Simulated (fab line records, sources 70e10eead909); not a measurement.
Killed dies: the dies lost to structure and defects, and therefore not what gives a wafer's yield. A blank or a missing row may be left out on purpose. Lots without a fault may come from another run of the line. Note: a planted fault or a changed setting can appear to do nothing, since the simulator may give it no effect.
The tool behind it: which one?    flow nand-harc    route of 1302 steps, sampled at 1 step: 12 lots, 36 wafers

WHAT THE GAUGES READ, wafer by wafer
NHARC_P_GATE_CD_MEAS_59: the cd target is 720 nm.
lot   measured      on         cd-nm (nm)
L075  day 6 06:39   cd-sem-01  717.2 717.6 719.4
L077  day 6 20:24   cd-sem-03  718.1 716.2 718.6
L079  day 7 16:30   cd-sem-02  719.9 718.9 718.6
L081  day 8 11:35   cd-sem-02  718.7 718.7 719.6
L083  day 9 07:34   cd-sem-01  720.3 719.4 720.4
L085  day 10 01:38  cd-sem-03  721.5 721.6 720.7
L087  day 10 22:25  cd-sem-02  721.1 720.7 719.0
L089  day 11 18:04  cd-sem-02  719.6 719.9 719.6
L091  day 12 09:22  cd-sem-01  721.3 722.5 721.0
L093  day 13 17:35  cd-sem-03  719.0 720.9 719.2
L095  day 14 13:16  cd-sem-03  719.0 721.1 720.1
L097  day 15 05:44  cd-sem-01  719.1 719.0 718.9

TOOL THAT RAN EACH LOT (tool first, then ch and the chambers of the sampled wafers, then the start)
The record holds no process step before these readings.

THE ANSWER, worked out from the rows above alone
Rule: the usual values come from the lots themselves. The widest of any qualifying gaps counts: lots, ordered by their means at a reading, are off when they make up no more than a third of the lots, leave a main group of 4 or more, and stand apart from it by 3 or more times the standard deviation of that group's means. If all means in a main group match to the digits the tables above print for the reading, that group is not used. Also off: a lot with no number at a reading for which 4 or more lots have one. All remaining lots with rows at the step are treated as sound.
No lot is off at any reading shown: from this, nothing can be told.

WHAT THE SIMULATOR PUT IN
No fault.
